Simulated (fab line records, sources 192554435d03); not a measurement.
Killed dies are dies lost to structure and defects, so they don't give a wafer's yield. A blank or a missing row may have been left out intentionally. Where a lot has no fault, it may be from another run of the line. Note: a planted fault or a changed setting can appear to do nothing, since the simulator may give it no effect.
Lot-split experiment | flow n5-finfet | on a route of 1938 steps: 7 lots, 21 wafers read

== SPLIT DETAILS ==
At N5_MOL_CONTACT_COAG_SPUTTER_143 (material Co, target thk 2.5 nm), the setting target-thk-a was moved away from the recipe's 25 angstrom on 5 of the 21 wafers read, by -5.1% to +13.0%. All remaining wafers had this setting at the recipe value.

The split's own step is where the reading is taken.

== THE READING ==
Co_of_MOL_CONTACT_COAG_SPUTTER_143.thk-nm (the simulator's own value, which no gauge read), in nm, at N5_MOL_CONTACT_COAG_SPUTTER_143 (material Co, target thk 2.5 nm). There is no usual value for it anywhere in the file. Average 2.6 nm, standard deviation 0.12 nm, over the 16 wafers here run with the recipe.

wafer  | tool, chamber at the split | target-thk-a as run, angstrom | against the recipe | Co_of_MOL_CONTACT_COAG_SPUTTER_143.thk-nm, nm | against lot-mates on the recipe
L077.1 | pvd-sputter-01, -          | 23.73                         | -5.1%              | 2.4                                           | -0.1
L077.2 | pvd-sputter-01, -          | 25                            | recipe             | 2.4                                           | -
L077.3 | pvd-sputter-01, -          | 25                            | recipe             | 2.6                                           | -
L078.3 | pvd-sputter-02, -          | 25                            | recipe             | 2.6                                           | -
L078.4 | pvd-sputter-02, -          | 25                            | recipe             | 2.6                                           | -
L078.5 | pvd-sputter-02, -          | 25                            | recipe             | 2.6                                           | -
L079.2 | pvd-sputter-02, -          | 25                            | recipe             | 2.4                                           | -
L079.4 | pvd-sputter-02, -          | 28.22                         | +12.9%             | 2.8                                           | +0.4
L079.5 | pvd-sputter-02, -          | 28.22                         | +12.9%             | 2.8                                           | +0.4
L080.3 | pvd-sputter-02, -          | 25                            | recipe             | 2.8                                           | -
L080.5 | pvd-sputter-02, -          | 25                            | recipe             | 2.8                                           | -
L080.4 | pvd-sputter-02, -          | 25                            | recipe             | 2.6                                           | -
L091.4 | pvd-sputter-03, -          | 28.24                         | +13.0%             | 3                                             | +0.6
L091.5 | pvd-sputter-03, -          | 25                            | recipe             | 2.4                                           | -
L091.6 | pvd-sputter-03, -          | 28.24                         | +13.0%             | 2.8                                           | +0.4
L094.2 | pvd-sputter-02, -          | 25                            | recipe             | 2.6                                           | -
L094.3 | pvd-sputter-02, -          | 25                            | recipe             | 2.6                                           | -
L094.4 | pvd-sputter-02, -          | 25                            | recipe             | 2.6                                           | -
L095.2 | pvd-sputter-02, -          | 25                            | recipe             | 2.6                                           | -
L095.3 | pvd-sputter-02, -          | 25                            | recipe             | 2.6                                           | -
L095.5 | pvd-sputter-02, -          | 25                            | recipe             | 2.4                                           | -

FIT RESULTS
A straight line over all 21 wafers: Co_of_MOL_CONTACT_COAG_SPUTTER_143.thk-nm changes by +0.0221 nm for each +1% of target-thk-a; r = +0.72; the points scatter about the line by 0.12 nm.
The same after taking each lot's own level away (the mean of its wafers on the recipe; 21 wafers): +0.0339 nm for each +1%; r = +0.93; scatter 0.075 nm.
On that fit, the largest move of target-thk-a shifts the reading by 0.44 nm.
The lots' own levels span 2.40 to 2.73 nm, that is 2.8 times the standard deviation above.
So the lot-to-lot level blurs the effect unless lot-mates are compared.
Check: with one of the wafers moved furthest among these (+13.0%) left out of the fit, the line predicts +0.395 nm for it against its lot-mates. Against them it came out at +0.6 nm.

== ADDITIONAL SPLITS CARRIED BY THESE WAFERS ==
Other splits were also applied to these wafers ahead of the reading. Each is held against what the fit with the lots' levels taken away leaves over:
other split on the same wafers   | wafers away from the commonest value | r with Co_of_MOL_CONTACT_COAG_SPUTTER_143.thk-nm (lot level and that fit taken away)
N5_HKMG_FIN_HK_ALD_01 ald-cycles | 8                                    | -0.30
N5_GATE_CUT_ETCH_58 bias-w       | 10                                   | -0.19
N5_GATE_CUT_COAT_27 spin-rpm     | 3                                    | +0.17

== FILE'S OWN FIT ==
Co_of_MOL_CONTACT_COAG_SPUTTER_143.thk-nm changes by +0.0338 nm for each +1% of target-thk-a, r = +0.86.
